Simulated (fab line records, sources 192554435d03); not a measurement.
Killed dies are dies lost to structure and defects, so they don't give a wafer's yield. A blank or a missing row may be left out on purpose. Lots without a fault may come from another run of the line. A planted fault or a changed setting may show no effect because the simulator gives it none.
A struck lot beside a sound one | flow n5_finfet | 10 steps out of a route of 1938
Sound: wafers L511.1, L511.3, L511.5. Struck: wafers L514.2, L514.3, L514.6. The cause comes at the end.
At each step with rows: each side's tool, then ch and its chambers, then its first start. Under that, the readings that differ: sound wafers | struck wafers | difference of the means | sigmas: that difference in standard deviations of wafers without a fault.
alike: readings whose means differ by less than 2 such deviations, and words and numbers that are the same on both sides. not compared: withheld readings, readings that some wafer has no value for, bounds like >300 that may hide the same value, and numbers for which the record gives no deviation and whose values overlap.
The two part at a step that has a row with sigmas, a row that says differs or no value, or rows on one side only. Numbers that don't overlap but have no deviation are shown without sigmas and don't part them. A reading that every wafer of one side lacks parts them only if that side has two wafers or more.

N5_START_INSPECT_01: inspects for defects (unpatterned scan).
  sound on defect_inspect-02, day 4 06:02; struck on defect_inspect-02, day 5 00:02
  alike: raw_defect_count
then, 2 steps without rows for these wafers: N5_ZERO_LAYER_PRECLEAN_00 (cleans in SPM, time 600 s); N5_ZERO_LAYER_SRD_01 (time 30 s, dry time 30 s).
N5_ZERO_LAYER_PECVD_02: deposits SiO2 from SiH4/N2O, target thk 10 nm, time 6 s.
  sound on pecvd-04 ch 0,2, day 4 06:18; struck on pecvd-01 ch 0,1, day 5 00:17
  alike: heater_power_outer_w, heater_power_w, showerhead_plenum_p_Torr
then, 4 steps without rows for these wafers: N5_ZERO_LAYER_HMDS_04 (time 60 s); N5_ZERO_LAYER_COAT_05 (resist thk 1000 nm); N5_ZERO_LAYER_EBR_07; N5_ZERO_LAYER_SOFTBAKE_06 (time 90 s).
N5_ZERO_LAYER_EXPOSE_08: exposes mask ZERO, defocus 0 nm, target cd 2000 nm.
  sound on krf_scanner-01 ch 0, day 4 06:37; struck on krf_scanner-01, day 5 00:28
  no value came back on the struck wafers for exposure_dose_mJ_cm2, focus_offset_nm (nm); on the sound wafers exposure_dose_mJ_cm2 reads 16.155 16.167 16.174
  alike: mask
then, 1 step without rows for these wafers: N5_ZERO_LAYER_PEB_09.

WHERE THEY PART
Only at N5_ZERO_LAYER_EXPOSE_08, within this record.

WHY: what the simulator had put in
Skipped step whole: krf_scanner-01, from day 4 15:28 on, at N5_ZERO_LAYER_EXPOSE_08. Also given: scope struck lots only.
